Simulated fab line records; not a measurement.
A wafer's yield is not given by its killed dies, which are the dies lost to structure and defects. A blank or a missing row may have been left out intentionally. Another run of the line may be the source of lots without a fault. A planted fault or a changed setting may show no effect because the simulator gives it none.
Which tool was responsible?	flow n5Finfet	10 lots, 28 wafers sampled, at 5 steps of a route of 1938

== WHAT EACH GAUGE READ, for each wafer ==
N5_BEOL_M11_OVL_MEAS_29. Usual: for V10_OVL the level is 0.3 nm and the standard deviation is 0.62.
lot	measured	on	V10_OVL (nm)	flag
L320	day 11 03:42	overlay-01	1.6 1.0 0.8	
L323	day 11 07:54	overlay-02	-0.3 0.0 -0.3	
L324	day 11 14:04	overlay-02	0.9 0.1 1.7	
L326	day 11 21:18	overlay-02	0.4 0.6 0.9	
L327	day 12 06:07	overlay-01	0.8 0.0 0.6	
L330	day 12 23:41	overlay-02	0.7 0.7 0.2	
L338	day 15 15:45	overlay-02	-0.3 0.8 0.6	
L339	day 15 15:55	overlay-02	0.5 -0.6	
L340	day 15 18:28	overlay-01	-0.6 0.3	
L342	day 16 18:50	overlay-02	1.3 0.8 -0.1	

N5_BEOL_M12_THK_MEAS_01. Usual: for M12_ILD_THK the level is 660 nm and the standard deviation is 9.
lot	measured	on	M12_ILD_THK (nm)	flag
L320	day 11 07:37	filmMetro-02	653 670 666	
L323	day 11 12:47	filmMetro-02	661 673 678	
L324	day 11 17:38	filmMetro-02	657 668 661	
L326	day 12 01:01	filmMetro-02	645 651 663	
L327	day 12 09:49	filmMetro-01	651 652 661	
L330	day 13 04:01	filmMetro-01	642 658 641	
L338	day 15 19:34	filmMetro-01	658 519 665	OFF
L339	day 15 20:24	filmMetro-01	522 663	OFF
L340	day 15 23:42	filmMetro-01	520 533	OFF
L342	day 16 21:56	filmMetro-02	662 660 665	

== WHAT TOOL EACH LOT RAN ON (gives the tool, then ch and the chambers of the sampled wafers, and finally the start) ==
lot	N5_BEOL_M11_ETCH_66	N5_BEOL_M11_PRE_CLEAN_45	N5_BEOL_M12_ILD_DEP_00
L320	rieDiel-06 ch 1,2,3, day 11 03:50	pvdSputter-03, day 11 05:26	pecvd-03 ch 1,2, day 11 07:29
L323	rieDiel-06 ch 0,1,2, day 11 08:02	pvdSputter-01, day 11 09:01	pecvd-02 ch 0,1, day 11 12:40
L324	rieDiel-03 ch 2,3, day 11 14:13	pvdSputter-02, day 11 15:44	pecvd-02 ch 1,2, day 11 17:30
L326	rieDiel-03 ch 0,2, day 11 21:26	pvdSputter-03, day 11 22:28	pecvd-04 ch 0,1, day 12 00:53
L327	rieDiel-03 ch 0,1,2, day 12 06:15	pvdSputter-01, day 12 07:20	pecvd-04 ch 0,1, day 12 09:41
L330	rieDiel-06 ch 0,1, day 13 00:32	pvdSputter-03, day 13 01:46	pecvd-04 ch 0,1,2, day 13 03:53
L338	rieDiel-03 ch 0,1,3, day 15 15:53	pvdSputter-02, day 15 17:11	pecvd-02 ch 0,1,2, day 15 19:26
L339	rieDiel-03 ch 0,3, day 15 16:25	pvdSputter-02, day 15 18:26	pecvd-02 ch 0,2, day 15 20:19
L340	rieDiel-01 ch 0,3, day 15 18:45	pvdSputter-02, day 15 21:58	pecvd-02 ch 0,2, day 15 23:34
L342	rieDiel-06 ch 1,2, day 16 18:59	pvdSputter-03, day 16 20:06	pecvd-03 ch 0,1,2, day 16 21:50
- N5_BEOL_M11_ETCH_66: etches SOC in N2/H2, target depth 120 nm, overetch 24 nm, time 180 s.
- N5_BEOL_M11_PRE_CLEAN_45: time 30 s.
- N5_BEOL_M12_ILD_DEP_00: deposits SiOC from DEMS/O2, target thk 658.92 nm, time 130.7 s.

== WHAT THE TOOLS THEMSELVES READ (means of the sampled wafers that have a number; where no wafer has one, the mark that the record gives instead) ==
N5_BEOL_M11_ETCH_66. Usual: drypumpMotorCurrentA 5.6 A, standard deviation 0.35; oesProductAu 0.64 a.u., standard deviation 0.058; rfVppV 524.6 V, standard deviation 2.8; showerheadPlenumPTorr 2.57 Torr, standard deviation 0.093; throttleValvePct 17.7 %, standard deviation 0.31.
lot	tool	drypumpMotorCurrentA (A)	oesProductAu (a.u.)	rfVppV (V)	showerheadPlenumPTorr (Torr)	throttleValvePct (%)	flag
L320	rieDiel-06	5.5	0.63	525.5	2.58	17.8	
L323	rieDiel-06	5.6	0.65	523.5	2.51	17.7	
L324	rieDiel-03	5.7	0.72	524.6	2.57	18.0	
L326	rieDiel-03	5.3	0.61	522.5	2.52	17.5	
L327	rieDiel-03	5.5	0.62	525.2	2.60	17.5	
L330	rieDiel-06	5.9	0.67	523.9	2.53	17.4	
L338	rieDiel-03	5.7	0.66	526.5	2.65	17.7	
L339	rieDiel-03	5.6	0.68	526.5	2.65	17.9	
L340	rieDiel-01	5.7	0.60	524.0	2.54	17.9	
L342	rieDiel-06	5.4	0.70	523.1	2.52	17.6	

N5_BEOL_M11_PRE_CLEAN_45. Usual: 345 W for heaterPowerW, sd 58.
lot	tool	heaterPowerW (W)	flag
L320	pvdSputter-03	306	
L323	pvdSputter-01	322	
L324	pvdSputter-02	407	
L326	pvdSputter-03	314	
L327	pvdSputter-01	303	
L330	pvdSputter-03	423	
L338	pvdSputter-02	352	
L339	pvdSputter-02	391	
L340	pvdSputter-02	409	
L342	pvdSputter-03	369	

N5_BEOL_M12_ILD_DEP_00. Usual: heaterPowerOuterW 243 W, standard deviation 37; heaterPowerW 459 W, standard deviation 68; runLengthS 175.6 s, standard deviation 0.51; showerheadPlenumPTorr 5.700 Torr, standard deviation 0.017; throttleValvePct 11.9 %, standard deviation 0.54.
lot	tool	heaterPowerOuterW (W)	heaterPowerW (W)	runLengthS (s)	showerheadPlenumPTorr (Torr)	throttleValvePct (%)	flag
L320	pecvd-03	217	389	175.9	5.680	12.1	
L323	pecvd-02	267	505	175.7	5.702	12.3	
L324	pecvd-02	271	477	175.6	5.699	11.8	
L326	pecvd-04	248	458	175.7	5.701	11.8	
L327	pecvd-04	250	463	175.6	5.711	11.9	
L330	pecvd-04	245	455	175.4	5.708	11.7	
L338	pecvd-02	250	483	166.5	5.705	12.0	OFF
L339	pecvd-02	305	578	161.6	5.696	12.3	OFF
L340	pecvd-02	270	540	148.1	5.707	12.2	OFF
L342	pecvd-03	208	400	176.1	5.700	12.0	

== THE ANSWER, worked out from the rows above alone ==
Rule: a lot counts as off when the mean over its wafers that have a number is more than 3 standard deviations away from the usual mean. A lot without any number at a reading at which 4 lots or more have one is off too. Any other lot the step has rows for is counted as sound. First the gauges in route order, then the tools' own readings, where a lot's mean is used as printed above. The first step at which some lot is off is used, and at that step the reading that is off furthest; a lot without a number counts as furthest.
Off: L338, L339, L340, seen at N5_BEOL_M12_THK_MEAS_01 (M12_ILD_THK).
If a tool, at a process step before that reading, ran all the lots that are off and no sound lot after the first of them, it fits. Not tried: the gauges at N5_BEOL_M12_THK_MEAS_01; whatever is off there is also off at N5_BEOL_M12_ILD_DEP_00, on other tools, and gauge error can't account for it. Undecided on this evidence; 2 tools fit (pvdSputter-02 at N5_BEOL_M11_PRE_CLEAN_45, pecvd-02 at N5_BEOL_M12_ILD_DEP_00).

== WHAT THE SIMULATOR HAD INSERTED ==
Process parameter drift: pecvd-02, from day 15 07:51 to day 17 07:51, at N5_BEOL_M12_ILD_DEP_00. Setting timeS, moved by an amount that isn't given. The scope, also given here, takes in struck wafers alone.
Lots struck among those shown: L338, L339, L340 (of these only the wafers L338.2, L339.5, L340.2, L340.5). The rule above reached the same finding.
